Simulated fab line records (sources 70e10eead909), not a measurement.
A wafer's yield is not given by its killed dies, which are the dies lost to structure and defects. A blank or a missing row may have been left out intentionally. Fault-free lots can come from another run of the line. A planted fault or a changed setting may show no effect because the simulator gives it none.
fab line records	flow nand-harc
[record] lots = 24	wafers = 72	last-day = 24
route steps=1159 shown P_ZERO_WELL@16 P_CONTACT@247 P_M0@274
lots with no fault: from the same line, run without faults
start-h: the number of hours between the record's first day and the start of the first shown wafer of the lot	wait-h: how many hours have passed since the lot's step before this one	" same as the row above	L1.1+2: a single row standing in for several wafers	- no value, or no start given	* or withheld: withheld	< > ~ a bound
route shown NAME@n: a module of which the file shows steps, and the number in the route of the first	usual: mean/standard deviation of fault-free wafers	same: alike in all rows	chamber/n: place in a boat	sites: each site's reading	_std_site: the values' standard deviation	_edge_site: mean of outer sites minus mean of inner sites	radius-mm: how far each site lies from the wafer's centre	mask NAME#n: copy n	behind: the most recent tool/chamber to have shaped the wafer	hold: why the lot was held/for how many hours/how that ended	device: names the non-switching transistor (n, p or np)	end of line: at the end of the route, the tests of the same wafers	where a step has no rows: the recipe by itself	killed: dies that structure and defects cost at the first sort, which is not the same as the wafer's yield	map: shows each die of a wafer: x if killed, . if not, _ if none is there
set.NAME: the setting the step ran with; set.NAME@STEP: the setting that earlier step ran with	model.NAME: the simulator's own value behind a step, which no gauge read
the route's steps for a sample of lots (tables are steps, rows are wafers)
services: from which hour (start-h, from the record's first day; less than 0 if before it) a tool's chamber was out of use, for how many hours, and why
[[steps]]
[step NHARC_P_ZERO_WELL_DESCUM_13]
[recipe] time-s = 3	o2-flow-sccm = 200	ar-flow-sccm = 0	bias-power-w = 0	chemistry = O2
[usual] drypump-motor-current-A = 5.6/0.41	o2-flow-sccm = 200.0/0.67	oes-product-au = 1.000/0.0075	rf-vpp-V = 57.8/0.9	showerhead-plenum-p-Torr = 1.92/0.096	throttle-valve-pct = 11.310/0.009
lot.wafer	tool	chamber	start-h	wait-h	drypump-motor-current-A	o2-flow-sccm	oes-product-au	rf-hours-counter-h	rf-vpp-V	showerhead-plenum-p-Torr	throttle-valve-pct
L074.1	rie-diel-07	3	13.41	-	5.1	199.4	0.999	6	58.8	2.04	11.320
L074.6	"	1	"	"	5.2	199.8	1.002	-	57.6	1.85	11.328
L074.5	"	2	"	"	5.6	199.8	0.989	-	57.7	1.88	11.313
L075.2	rie-diel-04	1	19.50	-	5.3	199.6	0.984	6	56.9	2.01	11.310
L075.4	"	2	"	"	6.4	198.8	1.005	5	58.6	1.89	11.312
L075.1	"	0	"	"	5.7	200.5	1.002	6	56.5	2.06	11.314
L076.2	rie-diel-04	0	25.40	-	5.7	200.1	1.010	6	58.3	2.06	11.316
L076.4	"	2	"	"	6.4	199.6	1.007	5	57.4	1.89	11.312
L076.6	"	0	"	"	5.7	199.9	1.016	-	60.0	2.06	11.309
L077.1	rie-diel-07	0	31.55	-	5.9	198.9	1.004	7	57.3	1.84	11.307
L077.6	"	3	"	"	5.2	199.5	1.006	-	59.0	2.04	11.309
L077.5	"	0	"	"	6.0	199.4	0.995	-	57.9	1.84	11.307
L078.2	rie-diel-07	1	37.40	-	5.2	199.9	1.007	8	56.0	1.85	11.296
L078.1	"	2	"	"	5.5	199.2	1.005	9	58.6	1.88	11.323
L078.6	"	0	"	"	6.0	200.4	0.997	-	57.1	1.84	11.312
L079.3	rie-diel-07	1	43.39	-	5.2	200.1	0.997	8	58.4	1.85	11.303
L079.2	"	2	"	"	5.5	200.4	0.989	9	58.0	1.88	11.308
L079.1	"	3	"	"	5.1	199.1	1.001	8	57.9	2.04	11.321
L080.2	rie-diel-07	0	49.29	-	6.0	201.1	0.995	8	58.3	1.84	11.308
L080.5	"	2	"	"	5.5	199.7	1.003	-	57.4	1.88	11.295
L080.6	"	3	"	"	5.2	199.6	1.000	-	58.5	2.04	11.322
L081.1	rie-diel-04	0	55.41	-	5.7	200.1	1.003	8	59.0	2.06	11.302
L081.5	"	2	"	"	6.4	200.3	1.000	-	58.4	1.89	11.319
L081.6	"	3	"	"	6.4	199.9	1.009	-	57.3	1.84	11.297
L082.3	rie-diel-04	1	61.31	-	5.3	199.3	1.001	8	58.3	2.01	11.313
L082.1	"	2	"	"	6.4	200.4	1.010	8	57.9	1.89	11.317
L082.6	"	1	"	"	5.3	200.0	1.004	-	57.9	2.01	11.303
L083.4	rie-diel-04	3	67.66	-	6.5	200.5	0.992	8	58.1	1.84	11.299
L083.5	"	0	"	"	5.7	200.3	1.001	-	59.9	2.06	11.318
L083.6	"	1	"	"	5.3	199.3	0.992	-	57.8	2.01	11.313
L084.1	rie-diel-07	0	73.29	-	6.0	201.2	1.004	1	58.6	1.84	11.310
L084.4	"	1	"	"	5.2	199.7	0.994	1	56.5	1.85	11.312
L084.6	"	3	"	"	5.1	200.8	0.997	-	58.0	2.04	11.304
L085.2	rie-diel-04	2	79.28	-	6.4	199.9	0.995	8	59.0	1.89	11.305
L085.4	"	3	"	"	6.5	201.0	0.988	9	56.7	1.84	11.312
L085.6	"	3	"	"	6.4	200.0	0.995	-	56.7	1.84	11.303
L086.2	rie-diel-10	1	85.43	-	5.9	199.8	0.999	6	57.4	1.79	11.325
L086.5	"	0	"	"	5.6	200.6	1.007	-	58.0	2.06	11.296
L086.6	"	1	"	"	6.0	200.7	1.003	-	57.5	1.79	11.309
L087.1	rie-diel-07	0	91.40	-	6.0	199.0	1.004	2	55.9	1.84	11.323
L087.4	"	2	"	"	5.6	200.3	1.006	2	57.6	1.87	11.319
L087.6	"	1	"	"	5.2	200.9	0.998	-	57.1	1.85	11.296
L088.3	rie-diel-07	3	97.30	-	5.1	199.9	0.998	2	57.5	2.04	11.318
L088.4	"	0	"	"	6.0	199.9	1.000	2	58.2	1.84	11.311
L088.5	"	1	"	"	5.2	200.6	0.998	-	57.2	1.85	11.308
L089.4	rie-diel-10	3	103.40	-	5.6	200.9	1.001	9	57.1	1.87	11.305
L089.3	"	1	"	"	5.9	199.7	1.000	9	58.1	1.79	11.299
L089.6	"	3	"	"	5.6	199.9	1.003	-	58.4	1.87	11.317
L090.1	rie-diel-10	0	109.28	-	5.6	199.2	1.003	9	57.8	2.05	11.304
L090.5	"	3	"	"	5.6	199.7	1.004	-	57.2	1.87	11.314
L090.6	"	0	"	"	5.6	199.6	1.006	-	58.7	2.06	11.303
L091.1	rie-diel-07	2	115.62	-	5.6	200.4	1.000	4	56.5	1.87	11.315
L091.3	"	0	"	"	6.0	199.8	1.007	3	57.7	1.84	11.307
L091.6	"	1	"	"	5.2	200.0	0.997	-	58.6	1.85	11.307
L092.1	rie-diel-10	2	121.52	-	5.5	200.2	1.007	8	58.4	2.06	11.307
L092.6	"	1	"	"	6.0	198.9	1.008	-	58.3	1.79	11.306
L092.5	"	2	"	"	5.5	200.2	1.008	-	57.8	2.06	11.285
L093.4	rie-diel-07	1	127.40	-	5.2	199.7	1.007	4	57.5	1.85	11.326
L093.1	"	2	"	"	5.5	199.7	1.000	4	57.3	1.87	11.326
L093.2	"	3	"	"	5.1	200.1	0.993	4	59.0	2.04	11.314
L094.2	rie-diel-07	1	133.40	-	5.2	199.6	0.999	4	57.6	1.85	11.300
L094.3	"	2	"	"	5.5	199.0	1.005	4	56.1	1.87	11.320
L094.6	"	0	"	"	6.0	199.3	0.989	-	57.9	1.84	11.303
L095.1	rie-diel-04	1	139.40	-	5.3	200.8	0.994	1	58.7	2.01	11.312
L095.6	"	0	"	"	5.8	200.9	1.004	-	58.3	2.06	11.305
L095.5	"	1	"	"	5.3	200.6	0.995	-	58.9	2.01	11.312
L096.3	rie-diel-10	0	145.28	-	5.6	201.5	0.985	12	58.4	2.05	11.317
L096.4	"	1	"	"	5.9	199.5	0.998	12	59.4	1.79	11.303
L096.6	"	0	"	"	5.6	200.3	1.003	-	58.9	2.05	11.285
L097.3	rie-diel-10	3	151.28	-	5.6	200.9	1.006	13	57.3	1.86	11.307
L097.6	"	2	"	"	5.5	200.0	1.007	-	57.8	2.06	11.312
L097.5	"	3	"	"	5.6	198.6	0.999	-	57.4	1.86	11.301
[step NHARC_P_CONTACT_ALD_22]
[recipe] target-thk-a = 30	pulse-time-s = 1	ald-cycles = 150	temp-c = 450	material = TiN
[usual] heater-power-w = 1092/100	precursor-pulse-height-rel = 1.002/0.018	susceptor-temp-C = 450.04/0.22
lot.wafer	tool	chamber	start-h	wait-h	heater-power-w	precursor-pulse-height-rel	susceptor-temp-C
L074.1	ald-metal-04	0	108.96	-	1170	0.969	450.09
L074.6	"	2	"	"	985	0.987	449.92
L074.5	"	3	"	"	1197	0.999	450.28
L075.1	ald-metal-04	0	115.88	-	1150	0.972	450.13
L075.2	"	1	"	"	1198	0.991	449.89
L075.4	"	2	"	"	978	0.962	449.89
L077.1	ald-metal-04	0	127.56	-	1180	0.974	450.13
L077.5	"	1	"	"	1201	1.033	449.78
L077.6	"	2	"	"	964	1.013	449.86
L076.4	ald-metal-02	0	128.02	-	1125	1.036	450.03
L076.2	"	3	"	"	1183	0.990	449.67
L076.6	"	1	"	"	947	0.981	450.06
L078.1	ald-metal-02	1	138.10	-	974	0.987	450.18
L078.2	"	2	"	"	1177	1.000	449.68
L078.6	"	1	"	"	970	0.994	450.02
L079.1	ald-metal-04	2	138.66	-	969	0.989	450.43
L079.3	"	3	"	"	1174	1.008	449.84
L079.2	"	1	"	"	1201	1.023	449.90
L080.2	ald-metal-02	1	154.89	-	971	1.041	449.90
L080.6	"	0	"	"	1114	0.987	450.05
L080.5	"	1	"	"	964	1.014	449.75
L082.1	ald-metal-04	2	155.28	-	972	0.997	450.03
L082.3	"	0	"	"	1160	0.960	450.09
L082.6	"	1	"	"	1185	0.987	450.09
L081.1	ald-metal-01	0	156.07	-	1033	1.014	450.18
L081.6	"	1	"	"	905	1.007	449.79
L081.5	"	2	"	"	1168	1.016	450.04
L083.4	ald-metal-01	1	171.01	-	901	1.000	450.59
L083.6	"	3	"	"	1103	0.993	450.32
L083.5	"	0	"	"	1054	0.987	450.01
L084.4	ald-metal-02	3	176.37	-	1187	0.986	449.82
L084.1	"	1	"	"	957	0.997	450.10
L084.6	"	3	"	"	1190	1.030	449.96
L085.4	ald-metal-04	2	189.21	-	933	0.982	450.32
L085.2	"	3	"	"	1186	1.006	450.12
L085.6	"	1	"	"	1183	1.012	449.75
L086.2	ald-metal-01	3	189.75	-	1102	1.044	450.27
L086.6	"	1	"	"	912	1.046	450.05
L086.5	"	2	"	"	1200	0.987	449.90
L087.1	ald-metal-01	1	194.36	-	923	1.005	449.90
L087.4	"	3	"	"	1111	0.997	449.44
L087.6	"	1	"	"	906	1.011	449.91
L089.4	ald-metal-02	0	196.38	-	1036	0.988	449.83
L089.3	"	2	"	"	1093	1.002	449.92
L089.6	"	0	"	"	1072	1.018	450.12
L088.4	ald-metal-04	3	197.39	-	1182	1.022	450.34
L088.3	"	0	"	"	1172	0.991	449.62
L088.5	"	1	"	"	1212	0.988	449.83
L090.1	ald-metal-01	0	209.29	-	1041	0.995	449.88
L090.5	"	3	"	"	1091	1.025	449.72
L090.6	"	0	"	"	1034	0.991	449.93
L091.1	ald-metal-04	2	210.99	-	989	0.999	450.46
L091.3	"	3	"	"	1227	0.990	449.88
L091.6	"	1	"	"	1189	1.002	450.26
L093.1	ald-metal-02	0	228.07	-	1038	0.982	450.25
L093.2	"	1	"	"	919	1.004	450.09
L093.4	"	2	"	"	1075	1.008	450.00
L092.1	ald-metal-01	0	228.22	-	1012	1.017	449.66
L092.6	"	0	"	"	1047	0.958	449.76
L092.5	"	3	"	"	1121	0.998	450.15
L095.1	ald-metal-02	1	233.26	-	900	0.983	449.74
L095.6	"	2	"	"	1082	1.008	450.37
L095.5	"	3	"	"	1196	0.982	450.35
L094.2	ald-metal-01	2	234.82	-	1184	1.036	450.31
L094.3	"	1	"	"	919	0.979	450.19
L094.6	"	2	"	"	1182	1.040	450.14
L096.3	ald-metal-02	3	243.11	-	1143	1.020	450.06
L096.4	"	0	"	"	1056	0.999	450.08
L096.6	"	2	"	"	1064	1.022	449.79
L097.3	ald-metal-01	2	243.56	-	1167	1.004	449.82
L097.6	"	0	"	"	1035	0.991	450.44
L097.5	"	1	"	"	942	0.978	449.94
[step NHARC_P_CONTACT_CMP_24]
[recipe] t-overpolish-s = 30	target-thk-nm = 200
[usual] edge-zone-pressure-frac = 1.000/0.0051	motor-current-A = 11.9/1.1	overpolish-run-s = 30.000/0.009	retaining-ring-pressure-frac = 1.000/0.0049	slurry-flow-ml-min = 150.0/0.45	time-to-endpoint-s = 38.8/2.5
lot.wafer	tool	chamber	start-h	wait-h	edge-zone-pressure-frac	motor-current-A	overpolish-run-s	retaining-ring-pressure-frac	slurry-flow-ml-min	time-to-endpoint-s
L074.1	cmp-03	2	109.77	0.5	1.003	13.5	29.990	1.006	149.8	35.4
L074.6	"	2	"	"	1.005	12.6	30.010	1.011	149.7	34.6
L074.5	"	3	"	"	1.003	12.1	30.008	0.993	149.9	36.9
L075.4	cmp-03	2	119.80	0.3	0.994	13.7	30.001	1.000	150.3	36.2
L075.2	"	3	"	"	1.003	12.6	30.020	1.006	150.7	33.6
L075.1	"	0	"	"	1.000	13.8	30.016	1.004	149.8	36.4
L077.1	cmp-04	0	133.34	0.6	0.991	10.6	29.998	0.993	149.4	38.9
L077.6	"	3	"	"	0.998	11.4	30.018	0.993	150.6	34.7
L077.5	"	0	"	"	0.990	9.9	30.004	0.995	149.6	35.9
L076.2	cmp-03	3	133.59	0.6	1.001	11.5	29.989	1.004	150.1	39.7
L076.4	"	2	"	"	1.009	13.5	29.995	0.993	150.0	37.2
L076.6	"	0	"	"	0.994	13.6	30.005	1.004	150.1	37.1
L078.1	cmp-02	3	142.37	0.5	0.998	10.8	29.989	0.996	150.5	40.2
L078.2	"	2	"	"	1.004	11.8	29.990	0.998	150.7	37.9
L078.6	"	0	"	"	1.005	12.5	29.994	1.003	150.3	39.7
L079.3	cmp-03	1	142.67	0.3	1.002	12.6	29.995	1.005	150.2	39.0
L079.2	"	3	"	"	0.997	12.0	29.992	0.992	150.9	41.6
L079.1	"	0	"	"	0.997	14.1	29.997	0.995	149.6	43.0
L080.2	cmp-02	2	163.57	0.6	1.001	12.3	29.990	1.001	149.9	41.1
L080.5	"	0	"	"	1.003	12.6	29.992	0.997	149.9	39.2
L080.6	"	1	"	"	0.999	10.8	29.995	0.997	149.9	40.6
L082.1	cmp-03	2	164.06	0.6	0.998	13.4	30.001	1.010	150.5	38.5
L082.3	"	0	"	"	1.007	14.5	30.004	1.003	149.4	38.9
L082.6	"	3	"	"	0.994	12.4	29.990	1.005	149.6	39.3
L081.1	cmp-04	3	164.16	0.5	1.002	11.3	29.997	1.000	149.6	38.5
L081.6	"	3	"	"	1.003	11.6	30.007	1.004	149.8	38.7
L081.5	"	0	"	"	0.997	10.6	30.001	1.001	149.9	37.5
L083.4	cmp-02	0	171.85	0.3	1.001	12.6	30.000	0.995	150.3	40.2
L083.6	"	3	"	"	1.000	11.1	30.005	1.002	150.6	39.0
L083.5	"	0	"	"	0.998	12.5	29.991	1.005	149.3	37.4
L084.1	cmp-04	1	181.39	0.5	1.005	10.4	30.005	0.995	149.9	39.6
L084.4	"	2	"	"	1.002	11.0	30.016	1.012	149.7	40.1
L084.6	"	0	"	"	0.997	10.5	30.012	1.007	149.8	39.7
L085.4	cmp-02	0	190.06	0.3	1.001	12.7	30.001	1.000	150.7	38.3
L085.2	"	3	"	"	0.997	10.4	29.996	0.995	149.9	38.7
L085.6	"	1	"	"	0.998	11.9	29.992	0.993	149.7	39.6
L086.2	cmp-04	0	190.68	0.6	1.009	10.3	30.002	1.004	149.8	37.1
L086.6	"	1	"	"	1.009	11.2	29.986	0.996	150.2	35.8
L086.5	"	2	"	"	0.991	11.6	29.995	1.006	150.2	37.9
L087.1	cmp-04	2	202.05	0.6	1.007	11.2	29.988	0.999	149.8	37.3
L087.4	"	3	"	"	0.989	12.1	29.998	0.998	150.2	38.8
L087.6	"	2	"	"	1.002	12.1	30.006	1.005	149.4	38.8
L089.3	cmp-02	0	202.64	0.3	0.994	12.7	29.999	1.001	150.4	41.1
L089.4	"	1	"	"	0.996	11.9	29.998	1.001	150.4	38.1
L089.6	"	2	"	"	1.008	12.4	30.012	1.004	150.5	37.4
L088.4	cmp-03	2	203.15	0.3	1.000	12.7	29.995	1.008	149.8	35.3
L088.3	"	0	"	"	1.002	13.1	29.989	1.000	150.7	35.8
L088.5	"	2	"	"	1.017	13.0	30.005	1.004	149.7	34.9
L090.1	cmp-03	2	210.23	0.6	1.005	12.9	30.008	1.008	149.5	33.9
L090.5	"	3	"	"	0.998	12.1	30.006	0.994	150.7	35.3
L090.6	"	0	"	"	1.000	13.6	30.021	0.991	150.1	37.2
L091.3	cmp-04	0	212.14	0.3	1.001	9.8	29.995	0.997	150.0	40.2
L091.1	"	2	"	"	0.994	11.6	30.001	1.003	149.6	39.1
L091.6	"	0	"	"	1.000	10.4	30.007	1.006	150.1	38.4
L093.1	cmp-04	1	232.56	0.5	0.996	11.3	30.007	0.998	148.6	38.0
L093.4	"	2	"	"	1.004	11.7	29.999	1.005	149.0	41.4
L093.2	"	0	"	"	1.006	10.1	30.002	0.989	150.1	39.6
L092.1	cmp-02	2	233.17	0.6	0.996	12.0	30.012	1.000	150.3	42.9
L092.5	"	3	"	"	1.003	10.5	29.995	0.995	149.8	43.6
L092.6	"	0	"	"	1.003	12.1	29.984	1.003	149.7	41.6
L095.1	cmp-04	1	234.15	0.6	1.009	10.7	30.007	1.004	149.8	40.7
L095.6	"	2	"	"	0.993	11.3	29.991	1.003	150.4	43.8
L095.5	"	3	"	"	1.000	11.9	29.996	0.997	149.7	43.7
L094.3	cmp-02	1	235.68	0.3	0.993	12.4	30.011	1.004	149.5	39.2
L094.2	"	2	"	"	0.996	12.0	29.996	1.007	150.5	40.9
L094.6	"	1	"	"	0.997	12.2	29.982	1.002	150.3	38.7
L096.4	cmp-02	3	243.94	0.3	0.995	11.0	29.999	0.995	149.5	37.4
L096.3	"	0	"	"	1.008	12.7	29.994	0.995	149.9	39.0
L096.6	"	3	"	"	0.996	11.5	30.004	1.000	149.8	38.4
L097.3	cmp-04	3	244.45	0.4	0.996	11.3	29.988	1.007	150.5	42.5
L097.5	"	0	"	"	1.004	10.0	29.996	1.004	150.6	43.2
L097.6	"	1	"	"	0.998	10.4	29.996	0.993	150.1	41.7
[step NHARC_P_M0_PVD_20]
[recipe] target-thk-a = 50	bias-v = 168.6	power-w = 15000	chamber-pressure-pa = 0.12	time-s = 8.06	substrate-temp-c = 50	material = TaN
[usual] cathode-dc-power-W = 15000/2.7	throttle-valve-pct = 30.0/0.93
lot.wafer	tool	chamber	start-h	wait-h	cathode-dc-power-W	throttle-valve-pct
L074.1	pvd-sputter-02	-	-	-	14998	30.2
L074.5	"	-	"	"	15005	30.1
L074.6	"	-	"	"	15004	30.8
L075.1	pvd-sputter-03	-	-	-	15005	31.0
L075.4	"	-	"	"	14999	29.3
L075.2	"	-	"	"	15000	31.4
L077.1	pvd-sputter-03	-	-	-	15001	30.7
L077.6	"	-	"	"	14999	29.5
L077.5	"	-	"	"	15000	31.0
L076.2	pvd-sputter-02	-	-	-	15001	30.0
L076.4	"	-	"	"	15000	30.5
L076.6	"	-	"	"	14997	29.7
L078.2	pvd-sputter-01	-	-	-	15003	31.2
L078.1	"	-	"	"	15001	31.2
L078.6	"	-	"	"	15001	31.2
L079.2	pvd-sputter-02	-	-	-	14996	28.5
L079.1	"	-	"	"	14996	30.0
L079.3	"	-	"	"	15001	30.2
L080.2	pvd-sputter-02	-	-	-	14997	30.0
L080.6	"	-	"	"	15004	30.3
L080.5	"	-	"	"	15003	30.6
L082.3	pvd-sputter-03	-	-	-	14995	29.4
L082.1	"	-	"	"	14998	31.0
L082.6	"	-	"	"	14998	29.7
L081.1	pvd-sputter-02	-	-	-	14994	30.6
L081.6	"	-	"	"	14998	30.2
L081.5	"	-	"	"	15001	29.8
L083.4	pvd-sputter-03	-	-	-	15001	29.3
L083.6	"	-	"	"	14999	29.5
L083.5	"	-	"	"	14995	29.4
L084.1	pvd-sputter-01	-	-	-	14999	30.4
L084.4	"	-	"	"	15002	30.2
L084.6	"	-	"	"	14996	31.5
L085.2	pvd-sputter-03	-	-	-	15005	30.7
L085.4	"	-	"	"	15003	29.6
L085.6	"	-	"	"	14998	31.1
L086.2	pvd-sputter-02	-	-	-	15004	30.2
L086.6	"	-	"	"	14997	30.6
L086.5	"	-	"	"	15004	29.7
L087.4	pvd-sputter-01	-	-	-	14997	30.3
L087.1	"	-	"	"	14998	30.3
L087.6	"	-	"	"	14999	30.8
L089.4	pvd-sputter-02	-	-	-	15002	30.0
L089.3	"	-	"	"	14996	29.7
L089.6	"	-	"	"	14998	28.4
L088.4	pvd-sputter-01	-	-	-	15001	31.4
L088.3	"	-	"	"	14999	30.4
L088.5	"	-	"	"	15001	30.4
L090.1	pvd-sputter-03	-	-	-	14999	29.4
L090.6	"	-	"	"	15004	30.9
L090.5	"	-	"	"	14999	31.1
L091.1	pvd-sputter-01	-	-	-	15000	30.7
L091.3	"	-	"	"	14998	31.4
L091.6	"	-	"	"	15002	29.0
L093.4	pvd-sputter-01	-	-	-	14996	29.1
L093.2	"	-	"	"	15002	30.5
L093.1	"	-	"	"	15000	30.7
L092.1	pvd-sputter-02	-	-	-	15002	28.5
L092.6	"	-	"	"	15005	28.2
L092.5	"	-	"	"	15001	29.4
L095.1	pvd-sputter-03	-	-	-	15007	29.2
L095.5	"	-	"	"	15000	29.4
L095.6	"	-	"	"	14996	29.4
L094.3	pvd-sputter-02	-	-	-	15000	29.3
L094.2	"	-	"	"	15000	30.8
L094.6	"	-	"	"	15001	28.2
L096.3	pvd-sputter-02	-	-	-	15000	29.3
L096.4	"	-	"	"	15004	30.4
L096.6	"	-	"	"	14999	28.3
L097.3	pvd-sputter-02	-	-	-	15005	30.5
L097.6	"	-	"	"	15003	30.4
L097.5	"	-	"	"	15004	28.4
[step NHARC_P_M0_ANNEAL_30]
[recipe] temp-c = 225	time-s = 90
[usual] wafer_temp_C_max = 226.7/0.37
lot.wafer	tool	chamber	start-h	wait-h	wafer_temp_C_max
L074.1	rtp-anneal-02	0	112.93	-	227.3
L074.5	"	0	"	"	226.8
L074.6	"	0	"	"	227.1
L075.1	rtp-anneal-02	0	123.04	0.3	227.4
L075.2	"	0	"	"	226.6
L075.4	"	0	"	"	227.1
L077.1	rtp-anneal-01	0	136.47	-	226.3
L077.5	"	0	"	"	226.0
L077.6	"	0	"	"	226.1
L076.2	rtp-anneal-02	0	136.85	0.4	226.9
L076.4	"	0	"	"	226.1
L076.6	"	0	"	"	226.6
L078.1	rtp-anneal-01	0	145.69	-	226.6
L078.2	"	0	"	"	226.4
L078.6	"	0	"	"	226.1
L079.1	rtp-anneal-02	0	145.76	-	227.4
L079.2	"	0	"	"	227.0
L079.3	"	0	"	"	227.0
L080.2	rtp-anneal-02	0	166.72	-	226.1
L080.5	"	0	"	"	226.6
L080.6	"	0	"	"	226.7
L082.1	rtp-anneal-01	0	167.21	0.3	226.8
L082.3	"	0	"	"	226.2
L082.6	"	0	"	"	226.3
L081.1	rtp-anneal-02	0	167.36	-	225.8
L081.5	"	0	"	"	226.6
L081.6	"	0	"	"	226.6
L083.4	rtp-anneal-02	0	175.59	0.4	227.3
L083.5	"	0	"	"	226.7
L083.6	"	0	"	"	226.4
L084.1	rtp-anneal-01	0	184.44	0.3	226.3
L084.4	"	0	"	"	227.1
L084.6	"	0	"	"	226.4
L085.2	rtp-anneal-02	0	193.32	-	226.9
L085.4	"	0	"	"	227.1
L085.6	"	0	"	"	226.4
L086.2	rtp-anneal-02	0	193.95	-	227.1
L086.5	"	0	"	"	226.9
L086.6	"	0	"	"	227.4
L087.1	rtp-anneal-02	0	205.28	-	226.5
L087.4	"	0	"	"	226.7
L087.6	"	0	"	"	226.9
L089.3	rtp-anneal-01	0	205.89	0.3	226.2
L089.4	"	0	"	"	226.5
L089.6	"	0	"	"	226.1
L088.3	rtp-anneal-02	0	206.44	-	227.0
L088.4	"	0	"	"	226.6
L088.5	"	0	"	"	226.5
L090.1	rtp-anneal-01	0	213.63	-	226.4
L090.5	"	0	"	"	226.5
L090.6	"	0	"	"	226.4
L091.1	rtp-anneal-01	0	215.28	-	226.2
L091.3	"	0	"	"	226.5
L091.6	"	0	"	"	226.9
L093.1	rtp-anneal-01	0	235.77	-	226.5
L093.2	"	0	"	"	226.1
L093.4	"	0	"	"	225.9
L092.1	rtp-anneal-02	0	236.32	0.3	226.3
L092.5	"	0	"	"	227.3
L092.6	"	0	"	"	226.9
L095.1	rtp-anneal-01	0	237.25	-	225.9
L095.5	"	0	"	"	226.5
L095.6	"	0	"	"	226.6
L094.2	rtp-anneal-01	0	239.03	-	226.7
L094.3	"	0	"	"	226.5
L094.6	"	0	"	"	226.6
L096.3	rtp-anneal-02	0	247.29	-	226.3
L096.4	"	0	"	"	226.5
L096.6	"	0	"	"	226.8
L097.3	rtp-anneal-02	0	247.92	0.4	226.3
L097.5	"	0	"	"	226.6
L097.6	"	0	"	"	227.2
[step NHARC_P_M0_THK_MEAS_24]
[recipe] thk-meas-gauge = xrf
[usual] thk-nm = 117.5/1.3
lot.wafer	tool	chamber	start-h	wait-h	thk-nm
L074.1	film-metro-01	-	113.59	-	115.8
L074.5	"	-	"	"	117.8
L074.6	"	-	"	"	117.4
L075.1	film-metro-01	-	123.70	-	119.9
L075.2	"	-	"	"	119.9
L075.4	"	-	"	"	118.8
L077.1	film-metro-02	-	137.13	-	116.3
L077.5	"	-	"	"	115.3
L077.6	"	-	"	"	114.5
L076.2	film-metro-01	-	137.46	-	117.6
L076.4	"	-	"	"	118.3
L076.6	"	-	"	"	117.4
L078.1	film-metro-01	-	146.35	-	119.7
L078.2	"	-	"	"	117.2
L078.6	"	-	"	"	117.7
L079.1	film-metro-02	-	146.41	-	117.4
L079.2	"	-	"	"	116.0
L079.3	"	-	"	"	116.1
L080.2	film-metro-02	-	167.35	-	117.3
L080.5	"	-	"	"	118.0
L080.6	"	-	"	"	118.7
L082.1	film-metro-02	-	167.88	-	118.7
L082.3	"	-	"	"	116.8
L082.6	"	-	"	"	117.2
L081.1	film-metro-02	-	168.03	-	117.5
L081.5	"	-	"	"	116.5
L081.6	"	-	"	"	115.9
L083.4	film-metro-01	-	176.10	-	117.9
L083.5	"	-	"	"	117.7
L083.6	"	-	"	"	115.7
L084.1	film-metro-02	-	185.10	-	116.8
L084.4	"	-	"	"	116.4
L084.6	"	-	"	"	117.8
L085.2	film-metro-02	-	193.93	-	117.2
L085.4	"	-	"	"	118.3
L085.6	"	-	"	"	117.8
L086.2	film-metro-02	-	194.56	-	114.1
L086.5	"	-	"	"	116.0
L086.6	"	-	"	"	115.7
L087.1	film-metro-02	-	205.95	-	114.9
L087.4	"	-	"	"	117.0
L087.6	"	-	"	"	117.1
L089.3	film-metro-02	-	206.45	-	117.6
L089.4	"	-	"	"	119.0
L089.6	"	-	"	"	120.9
L088.3	film-metro-02	-	206.99	-	118.3
L088.4	"	-	"	"	118.7
L088.5	"	-	"	"	116.8
L090.1	film-metro-02	-	214.29	-	117.6
L090.5	"	-	"	"	117.3
L090.6	"	-	"	"	116.4
L091.1	film-metro-02	-	215.97	-	117.2
L091.3	"	-	"	"	117.5
L091.6	"	-	"	"	116.6
L093.1	film-metro-02	-	236.44	-	117.2
L093.2	"	-	"	"	119.1
L093.4	"	-	"	"	116.2
L092.1	film-metro-02	-	236.99	-	119.8
L092.5	"	-	"	"	118.6
L092.6	"	-	"	"	117.3
L095.1	film-metro-02	-	237.91	-	118.2
L095.5	"	-	"	"	118.5
L095.6	"	-	"	"	117.7
L094.2	film-metro-02	-	239.64	-	115.5
L094.3	"	-	"	"	116.4
L094.6	"	-	"	"	116.4
L096.3	film-metro-02	-	247.85	-	119.0
L096.4	"	-	"	"	116.8
L096.6	"	-	"	"	117.2
L097.3	film-metro-02	-	248.48	-	117.6
L097.5	"	-	"	"	120.5
L097.6	"	-	"	"	118.5
[[services]]
tool	chamber	start-h	hours	kind
ald-metal-02	0	4.44	13.4	repair
cmp-04	-	7.01	4.0	pm
ald-metal-02	-	8.00	10.0	pm
cmp-02	-	26.92	3.5	repair
cmp-02	-	30.50	4.0	pm
cmp-04	-	32.74	1.3	repair
ald-metal-04	3	33.58	8.1	repair
pvd-sputter-02	-	36.00	10.0	pm
cmp-02	-	39.76	5.6	repair
ald-metal-04	-	50.00	10.0	pm
rie-diel-07	-	51.47	9.0	pm
cmp-02	-	56.67	2.5	repair
cmp-02	-	65.97	1.1	repair
cmp-04	-	76.91	1.8	repair
ald-metal-04	-	84.62	2.1	repair
cmp-04	-	95.86	1.4	repair
rie-diel-07	-	100.70	0.1	repair
cmp-04	-	105.01	4.0	pm
rie-diel-07	2	118.57	8.7	repair
cmp-04	-	128.89	0.8	repair
cmp-04	-	183.22	1.6	repair
cmp-04	-	203.13	4.0	pm
pvd-sputter-02	-	214.00	10.0	pm
rie-diel-07	-	228.47	9.0	pm
[[key]]
fault none
